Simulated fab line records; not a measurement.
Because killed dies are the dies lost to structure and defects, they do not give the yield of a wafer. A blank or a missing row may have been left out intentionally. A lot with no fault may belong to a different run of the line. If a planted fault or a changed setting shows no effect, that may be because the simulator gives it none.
Split-lot trial / flow n5Finfet / on a route of 1938 steps: 7 lots, 21 wafers read

## SPLIT DETAILS
At N5_BEOL_M7_DESCUM_33 (chemistry O2, time 7 s), the setting timeS was moved away from the recipe's 7 s on 6 of the 21 wafers read, by -18.8% to +17.5%. All remaining wafers had this setting at the recipe value.

Reading taken at the split's own step.

## THE READING
CAR-EUV_of_BEOL_M7_COAT_22.thkNm (the simulator's own value, which no gauge read), in nm, at N5_BEOL_M7_DESCUM_33 (chemistry O2, time 7 s). The file gives no usual value for it. The 15 wafers here that ran the recipe average 26.2 nm, standard deviation 0.08 nm.

wafer=L086.2; tool, chamber at the split=rieDiel-05, 0; timeS as run, s=7; against the recipe=recipe; CAR-EUV_of_BEOL_M7_COAT_22.thkNm, nm=26.2; against lot-mates on the recipe=-
wafer=L086.6; tool, chamber at the split=rieDiel-05, 0; timeS as run, s=7; against the recipe=recipe; CAR-EUV_of_BEOL_M7_COAT_22.thkNm, nm=26.2; against lot-mates on the recipe=-
wafer=L086.3; tool, chamber at the split=rieDiel-05, 3; timeS as run, s=8.222; against the recipe=+17.5%; CAR-EUV_of_BEOL_M7_COAT_22.thkNm, nm=25.6; against lot-mates on the recipe=-0.6
wafer=L085.1; tool, chamber at the split=rieDiel-05, 0; timeS as run, s=5.683; against the recipe=-18.8%; CAR-EUV_of_BEOL_M7_COAT_22.thkNm, nm=26.8; against lot-mates on the recipe=no lot-mate on the recipe
wafer=L085.5; tool, chamber at the split=rieDiel-05, 0; timeS as run, s=5.683; against the recipe=-18.8%; CAR-EUV_of_BEOL_M7_COAT_22.thkNm, nm=26.8; against lot-mates on the recipe=no lot-mate on the recipe
wafer=L085.6; tool, chamber at the split=rieDiel-05, 3; timeS as run, s=5.683; against the recipe=-18.8%; CAR-EUV_of_BEOL_M7_COAT_22.thkNm, nm=26.6; against lot-mates on the recipe=no lot-mate on the recipe
wafer=L087.1; tool, chamber at the split=rieDiel-03, 2; timeS as run, s=7.585; against the recipe=+8.4%; CAR-EUV_of_BEOL_M7_COAT_22.thkNm, nm=26; against lot-mates on the recipe=-0.2
wafer=L087.4; tool, chamber at the split=rieDiel-03, 1; timeS as run, s=7.585; against the recipe=+8.4%; CAR-EUV_of_BEOL_M7_COAT_22.thkNm, nm=25.8; against lot-mates on the recipe=-0.4
wafer=L087.5; tool, chamber at the split=rieDiel-03, 2; timeS as run, s=7; against the recipe=recipe; CAR-EUV_of_BEOL_M7_COAT_22.thkNm, nm=26.2; against lot-mates on the recipe=-
wafer=L089.1; tool, chamber at the split=rieDiel-03, 2,0,3; timeS as run, s=7; against the recipe=recipe; CAR-EUV_of_BEOL_M7_COAT_22.thkNm, nm=26.2; against lot-mates on the recipe=-
wafer=L089.3; tool, chamber at the split=rieDiel-03, 2,0,3; timeS as run, s=7; against the recipe=recipe; CAR-EUV_of_BEOL_M7_COAT_22.thkNm, nm=26.2; against lot-mates on the recipe=-
wafer=L089.5; tool, chamber at the split=rieDiel-03, 2,0,3; timeS as run, s=7; against the recipe=recipe; CAR-EUV_of_BEOL_M7_COAT_22.thkNm, nm=26.2; against lot-mates on the recipe=-
wafer=L093.1; tool, chamber at the split=rieDiel-05, 0,2,3; timeS as run, s=7; against the recipe=recipe; CAR-EUV_of_BEOL_M7_COAT_22.thkNm, nm=26.2; against lot-mates on the recipe=-
wafer=L093.2; tool, chamber at the split=rieDiel-05, 0,2,3; timeS as run, s=7; against the recipe=recipe; CAR-EUV_of_BEOL_M7_COAT_22.thkNm, nm=26.2; against lot-mates on the recipe=-
wafer=L093.4; tool, chamber at the split=rieDiel-05, 0,2,3; timeS as run, s=7; against the recipe=recipe; CAR-EUV_of_BEOL_M7_COAT_22.thkNm, nm=26.2; against lot-mates on the recipe=-
wafer=L095.1; tool, chamber at the split=rieDiel-03, 1,0; timeS as run, s=7; against the recipe=recipe; CAR-EUV_of_BEOL_M7_COAT_22.thkNm, nm=26; against lot-mates on the recipe=-
wafer=L095.2; tool, chamber at the split=rieDiel-03, 1,0; timeS as run, s=7; against the recipe=recipe; CAR-EUV_of_BEOL_M7_COAT_22.thkNm, nm=26; against lot-mates on the recipe=-
wafer=L095.4; tool, chamber at the split=rieDiel-03, 2; timeS as run, s=7; against the recipe=recipe; CAR-EUV_of_BEOL_M7_COAT_22.thkNm, nm=26.2; against lot-mates on the recipe=-
wafer=L096.1; tool, chamber at the split=rieDiel-05, 1; timeS as run, s=7; against the recipe=recipe; CAR-EUV_of_BEOL_M7_COAT_22.thkNm, nm=26; against lot-mates on the recipe=-
wafer=L096.3; tool, chamber at the split=rieDiel-05, 2,3; timeS as run, s=7; against the recipe=recipe; CAR-EUV_of_BEOL_M7_COAT_22.thkNm, nm=26.2; against lot-mates on the recipe=-
wafer=L096.4; tool, chamber at the split=rieDiel-05, 2,3; timeS as run, s=7; against the recipe=recipe; CAR-EUV_of_BEOL_M7_COAT_22.thkNm, nm=26.2; against lot-mates on the recipe=-
If several chambers appear in one row, that row covers several wafers at once and the file leaves open which wafer was in which chamber.

THE FIT
A straight line over all 21 wafers: CAR-EUV_of_BEOL_M7_COAT_22.thkNm changes by -0.0309 nm for each +1% of timeS; r = -0.95; the points scatter about the line by 0.087 nm.
The same after taking each lot's own level away (the mean of its wafers on the recipe; 18 wafers): -0.0348 nm for each +1%; r = -0.93; scatter 0.068 nm.
That fit puts the effect of the largest move of timeS on the reading at 0.65 nm.
From 26.07 to 26.20 nm: that is the span of the lots' own levels, equal to 1.7 times the standard deviation above.
Hence the slope depends on the lot-to-lot level, as the two fits are not the same.
Check: for one of the wafers moved furthest among these (+17.5%), held out of the fit, the line's prediction against its lot-mates is -0.627 nm. Against them it came out at -0.6 nm.

## THE OTHER SPLITS THESE WAFERS WENT THROUGH
These wafers also went through other splits before the reading. Each is held against what the fit with the lots' levels taken away leaves over:
other split on the same wafers=N5_BEOL_M6_TRENCH_ETCH_37 timeS; wafers away from the commonest value=10; r with CAR-EUV_of_BEOL_M7_COAT_22.thkNm (lot level and that fit taken away)=-0.09
other split on the same wafers=N5_BEOL_M6_ALD_77 coReactantPulseTimeS; wafers away from the commonest value=8; r with CAR-EUV_of_BEOL_M7_COAT_22.thkNm (lot level and that fit taken away)=+0.22

## THE FILE'S OWN FIT
CAR-EUV_of_BEOL_M7_COAT_22.thkNm changes by -0.0347 nm for each +1% of timeS, r = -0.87.
